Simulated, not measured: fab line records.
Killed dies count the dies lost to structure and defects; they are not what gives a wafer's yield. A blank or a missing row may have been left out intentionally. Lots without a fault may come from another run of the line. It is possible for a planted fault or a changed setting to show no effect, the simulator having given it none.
Which tool is to blame? | flow n5Finfet | Sampling: 11 lots, 30 wafers, 4 of 1938 route steps

WHAT EACH GAUGE READ, for each wafer
N5_BEOL_M9_RS_MEAS_57: a four-point-probe measurement. Usual: M9_RS gives 0.152 ohm/sq (standard deviation 0.0041).
lot  | measured     | on           | M9_RS (ohm/sq)    | flag
L770 | day 9 21:40  | filmMetro-01 | 0.159 0.150 0.157 | 
L769 | day 9 22:07  | filmMetro-02 | 0.149 0.157 0.148 | 
L773 | day 10 18:37 | filmMetro-02 | 0.147 0.153 0.145 | 
L775 | day 11 12:07 | filmMetro-01 | 0.155 0.149 0.152 | 
L777 | day 11 23:22 | filmMetro-01 | 0.151 0.149 0.158 | 
L776 | day 11 23:29 | filmMetro-01 | 0.148 0.155 0.147 | 
L782 | day 13 12:25 | filmMetro-02 | 0.148 0.148 0.158 | 
L784 | day 14 08:14 | filmMetro-02 | 0.150 0.153       | 
L788 | day 14 14:32 | filmMetro-02 | 0.148 0.150       | 
L789 | day 15 22:28 | filmMetro-02 | 0.147 0.154       | 
L792 | day 16 04:20 | filmMetro-02 | 0.153 0.147 0.158 | 

N5_BEOL_M10_THK_MEAS_01. Usual: M10_ILD_THK gives 268 nm (standard deviation 3.5).
lot  | measured     | on           | M10_ILD_THK (nm) | flag
L770 | day 9 22:19  | filmMetro-02 | 267 264 266      | 
L769 | day 9 22:47  | filmMetro-01 | 264 264 266      | 
L773 | day 10 19:17 | filmMetro-02 | 265 263 266      | 
L775 | day 11 12:47 | filmMetro-01 | 268 275 271      | 
L777 | day 12 00:01 | filmMetro-02 | 266 266 272      | 
L776 | day 12 00:38 | filmMetro-02 | 264 271 269      | 
L782 | day 13 13:04 | filmMetro-02 | 266 270 273      | 
L784 | day 14 09:22 | filmMetro-02 | 192 270          | OFF
L788 | day 14 15:11 | filmMetro-02 | 190 268          | OFF
L789 | day 15 23:08 | filmMetro-01 | 190 266          | OFF
L792 | day 16 04:59 | filmMetro-02 | 265 264 269      | 

EACH LOT AND THE TOOL THAT RAN IT (in order: tool; ch and the chambers of the sampled wafers; start)
lot  | N5_BEOL_M9_CMP_52             | N5_BEOL_M10_ILD_DEP_00
L770 | cmp-02 ch 1,2,3, day 9 21:14  | pecvd-01 ch 0,2, day 9 21:43
L769 | cmp-02 ch 1,2, day 9 21:41    | pecvd-01 ch 0,1,2, day 9 22:10
L773 | cmp-02 ch 0,2, day 10 18:11   | pecvd-01 ch 0,2, day 10 18:41
L775 | cmp-01 ch 1,2,3, day 11 11:41 | pecvd-01 ch 0,2, day 11 12:10
L777 | cmp-02 ch 0,1,3, day 11 22:58 | pecvd-03 ch 1,2, day 11 23:26
L776 | cmp-01 ch 0,1,3, day 11 23:04 | pecvd-04 ch 0,1, day 11 23:33
L782 | cmp-02 ch 1,3, day 13 11:59   | pecvd-01 ch 0,1, day 13 12:29
L784 | cmp-01 ch 1,2, day 14 07:53   | pecvd-01 ch 0,2, day 14 08:18
L788 | cmp-01 ch 0,1, day 14 14:11   | pecvd-01 ch 2, day 14 14:35
L789 | cmp-04 ch 2,3, day 15 22:05   | pecvd-01 ch 1,2, day 15 22:32
L792 | cmp-02 ch 0,1,3, day 16 03:54 | pecvd-03 ch 0,2, day 16 04:24
- N5_BEOL_M9_CMP_52: polishes, stops on SiCOH lowk, t overpolish 7 s, target thk 140 nm.
- N5_BEOL_M10_ILD_DEP_00: deposits SiCOH lowk from DEMS/porogen, target thk 308.51 nm, time 58 s.

AS READ BY THE TOOLS THEMSELVES (means over the sampled wafers that have a number; for cases with no such wafer, the mark the record gives instead)
N5_BEOL_M9_CMP_52. Usual: barrierFieldEndpointS 28.7 s, standard deviation 0.8; motorCurrentA 6.0 A, standard deviation 0.47; overpolishRunS 7.000 s, standard deviation 0.0078; platenRpm 50.00 rpm, standard deviation 0.033; timeToEndpointS 65 s, standard deviation 3.6.
lot  | tool   | barrierFieldEndpointS (s) | motorCurrentA (A) | overpolishRunS (s) | platenRpm (rpm) | timeToEndpointS (s) | flag
L770 | cmp-02 | 28.3                      | 5.6               | 7.006              | 50.02           | 65                  | 
L769 | cmp-02 | 28.7                      | 5.5               | 6.996              | 50.00           | 64                  | 
L773 | cmp-02 | 28.8                      | 5.9               | 7.007              | 50.00           | 65                  | 
L775 | cmp-01 | 28.5                      | 6.1               | 7.004              | 49.98           | 63                  | 
L777 | cmp-02 | 28.1                      | 5.9               | 7.009              | 50.02           | 65                  | 
L776 | cmp-01 | 28.6                      | 6.3               | 6.996              | 50.03           | 63                  | 
L782 | cmp-02 | 28.8                      | 5.6               | 6.998              | 50.01           | 64                  | 
L784 | cmp-01 | 28.1                      | 5.9               | 6.995              | 50.02           | 62                  | 
L788 | cmp-01 | 28.4                      | 6.0               | 7.008              | 49.97           | 62                  | 
L789 | cmp-04 | 29.0                      | 6.5               | 7.003              | 50.01           | 66                  | 
L792 | cmp-02 | 28.7                      | 5.9               | 6.998              | 50.00           | 66                  | 

N5_BEOL_M10_ILD_DEP_00. Usual: heaterPowerW 304 W, standard deviation 40; rfFwdPowerW 496.8 W, standard deviation 1.8; runLengthS 101.1 s, standard deviation 0.56; showerheadPlenumPTorr 5.733 Torr, standard deviation 0.014; susceptorTempC 300.01 C, standard deviation 0.18; throttleValvePct 13.7 %, standard deviation 0.56.
lot  | tool     | heaterPowerW (W) | rfFwdPowerW (W) | runLengthS (s) | showerheadPlenumPTorr (Torr) | susceptorTempC (C) | throttleValvePct (%) | flag
L770 | pecvd-01 | 337              | 497.3           | 101.4          | 5.733                        | 299.95             | 13.8                 | 
L769 | pecvd-01 | 303              | 497.8           | 101.4          | 5.739                        | 300.11             | 13.6                 | 
L773 | pecvd-01 | 319              | 496.3           | 101.4          | 5.736                        | 300.02             | 13.9                 | 
L775 | pecvd-01 | 322              | 495.9           | 101.0          | 5.738                        | 299.69             | 13.9                 | 
L777 | pecvd-03 | 303              | 496.6           | 101.0          | 5.730                        | 300.04             | 13.7                 | 
L776 | pecvd-04 | 313              | 494.1           | 101.8          | 5.735                        | 300.01             | 14.4                 | 
L782 | pecvd-01 | 301              | 495.7           | 100.9          | 5.741                        | 300.06             | 13.8                 | 
L784 | pecvd-01 | 306              | 497.9           | 92.8           | 5.732                        | 299.87             | 14.1                 | OFF
L788 | pecvd-01 | 316              | 499.2           | 93.2           | 5.718                        | 299.91             | 14.1                 | OFF
L789 | pecvd-01 | 328              | 497.8           | 93.3           | 5.737                        | 300.18             | 13.8                 | OFF
L792 | pecvd-03 | 338              | 497.4           | 100.2          | 5.738                        | 299.96             | 13.3                 | 

THE ANSWER, worked out from the rows above alone
Rule: lot off if the mean of its wafers having a number is beyond 3 standard deviations from the usual mean. A lot without any number at a reading at which 4 lots or more have one is off too. The other lots that the step has rows for count as sound. After the gauges, taken in route order, come the tools' own readings; for these a lot's mean is taken, as printed above. The first step at which some lot is off is used, and at that step the reading that is off furthest; a lot without a number counts as furthest.
Off: L784, L788, L789, seen at N5_BEOL_M10_THK_MEAS_01 (M10_ILD_THK).
If a tool, at a process step before that reading, ran all the lots that are off and no sound lot after the first of them, it fits. Not tried: the gauges at N5_BEOL_M10_THK_MEAS_01; whatever is off there is also off at N5_BEOL_M10_ILD_DEP_00, on other tools, and gauge error can't account for it. One candidate fits, namely pecvd-01 at N5_BEOL_M10_ILD_DEP_00. A fault onset in the window from L782 (day 13 12:29, its last sound lot) to L784 (day 14 08:18, its first lot off) fits.
On the lots that are off, the tool's own readings at N5_BEOL_M10_ILD_DEP_00 differ by more than 5 times the standard deviation of the sound lots' means, which bears it out; runLengthS reads 93.1 s there versus 101.1 s on the sound lots.

WHAT THE SIMULATOR PUT IN
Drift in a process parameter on pecvd-01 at N5_BEOL_M10_ILD_DEP_00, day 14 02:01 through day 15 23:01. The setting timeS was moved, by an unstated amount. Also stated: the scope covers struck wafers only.
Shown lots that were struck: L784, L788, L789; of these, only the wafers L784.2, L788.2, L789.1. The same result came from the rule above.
